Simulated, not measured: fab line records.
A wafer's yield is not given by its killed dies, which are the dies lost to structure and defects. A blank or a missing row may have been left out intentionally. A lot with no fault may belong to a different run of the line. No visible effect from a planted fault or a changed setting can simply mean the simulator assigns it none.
A struck lot beside a sound one + flow nand harc + 17 out of 1159 route steps
Sound: these wafers, L434.1, L434.2, L434.5. Struck: wafer L441.1. (L441.4, L441.6 of the same lot were not struck and are left out.) The cause comes at the end.
Per side, at each step with rows, come the tool, then ch with its chambers, and then its first start. Under that, the readings that differ: sound wafers + struck wafers + difference of the means + sigmas: that difference in standard deviations of wafers without a fault.
alike: words and numbers the same on both sides, and readings whose means are apart by under 2 such deviations; not compared: readings that were withheld, readings missing a value for some wafer, numbers with overlapping values and no deviation given by the record, and bounds like >300 which may hide the same value.
Wherever a step has rows on one side only, a row that says differs or no value, or a row with sigmas, the two part there. Numbers that don't overlap but have no deviation are shown without sigmas and don't part them. A reading missing from all wafers of one side parts the sides only when that side holds two or more wafers.

NHARC_P_M1_ETCH_35: etches the open film in N2/H2, target depth 40 nm, overetch 12 nm, time 43.94 s.
  sound on rie diel-02 ch 0,1, day 9 03:31; struck on rie diel-05 ch 0, day 11 03:59
  alike: drypump motor current A, oes product au, rf vpp V, showerhead plenum p Torr, throttle valve pct
  not compared: rf hours counter h
NHARC_P_M1_ETCH_15: etches the open film in C4F8/Ar, target depth 182.5 nm, time 91.2 s.
  sound: rie diel-02 ch 0,1; struck: rie diel-05 ch 0
  alike: oes product au, rf vpp V
  not compared: rf hours counter h
NHARC_P_M1_CD_MEAS_16:
  sound: cd sem-03 at day 9 03:44; struck: cd sem-02 at day 11 04:13
  alike: cd nm
then, 1 step without rows for these wafers: NHARC_P_M1_STRIP_18 (strips in N2/H2).
NHARC_P_M1_ETCH_28: etches the open film in CF4/N2, target depth 30 nm, time 72.99 s.
  sound: rie diel-05 ch 0,2,3; struck: rie diel-02 ch 3
| reading               | sound             | struck | difference | sigmas |
|-----------------------|-------------------|--------|------------|--------|
| oes product au (a.u.) | 1.006 1.001 1.023 | 0.979  | -0.031     | -2     |
  alike: drypump motor current A, rf vpp V, showerhead plenum p Torr, throttle valve pct
  not compared: rf hours counter h
then, 2 steps without rows for these wafers: NHARC_P_M1_STRIP_19 (strips in post etch residue remover, time 600 s); NHARC_P_M1_DEGAS_29 (time 60 s).
NHARC_P_M1_PRE_CLEAN_30: time 30 s.
  sound on pvd sputter-03; struck on pvd sputter-03
  alike: heater power w, susceptor temp C
NHARC_P_M1_PVD_20: deposits TaN, target thk 5 nm, time 8.06 s.
  sound on pvd sputter-03; struck on pvd sputter-03
  alike: chamber pressure pa, throttle valve pct
then, 3 steps without rows for these wafers: NHARC_P_M1_PVD_21 (deposits Cu, target thk 30 nm, time 20.49 s); NHARC_P_M1_ECD_22 (material Cu, target thk 400 nm); NHARC_P_M1_ANNEAL_31 (time 90 s).
NHARC_P_M1_CMP_23: polishes, t overpolish 20 s, target thk 157.82 nm.
  sound on cmp-04 ch 2,3, day 9 05:34; struck on cmp-02 ch 0, day 11 06:04
  alike: motor current A, time to endpoint s
next, for these wafers, 1 step has no rows: NHARC_P_M1_SRD_25.
NHARC_P_M1_INSPECT_27:
  sound: defect inspect-01 at day 9 06:02; struck: defect inspect-02 at day 11 06:31
| reading          | sound       | struck | difference | sigmas |
|------------------|-------------|--------|------------|--------|
| raw defect count | 454 327 233 | 2307   | +1969      | +15    |
then, 1 step without rows for these wafers: NHARC_P_M1_PRE_CLEAN_32 (time 12 s).
-- break in the record here, with 15 days between the starts of the struck wafers on either side (left off in module P_M1, picked up again in module END, where the first step shown is number 1159 on the route) --
NHARC_END_SORT_01:
  sound on prober-02 ch 0, day 25 03:01; struck on prober-01 ch 0, day 26 10:19
| reading                  | sound           | struck | difference | sigmas      |
|--------------------------|-----------------|--------|------------|-------------|
| defect limited yield (%) | 92.5 93.4 94.2  | 0      | -93        | -55         |
| killed at periphery      | 5 5 1           | 626    | +622       | +99 or more |
| killed dies              | 51 45 39        | 677    | +632       | +53         |
| sort_bin_3_pct (%)       | 0.59 0.30 0.15  | 92.47  | +92.12     | +99 or more |
| sort n pass              | 626 632 638     | 0      | -632       | -53         |
| sort rim yield pct (%)   | 99.1 94.3 100.0 | 0      | -98        | -54         |
| sort yield pct (%)       | 92.5 93.4 94.2  | 0      | -93        | -55         |
  alike: killed at array, killed at other, killed open, killed short, sort_bin_2_pct, sort_bin_4_pct

## WHERE THEY PART
At NHARC_P_M1_ETCH_28 first; at NHARC_END_SORT_01 last (within this record only).

WHY: what the simulator had put in
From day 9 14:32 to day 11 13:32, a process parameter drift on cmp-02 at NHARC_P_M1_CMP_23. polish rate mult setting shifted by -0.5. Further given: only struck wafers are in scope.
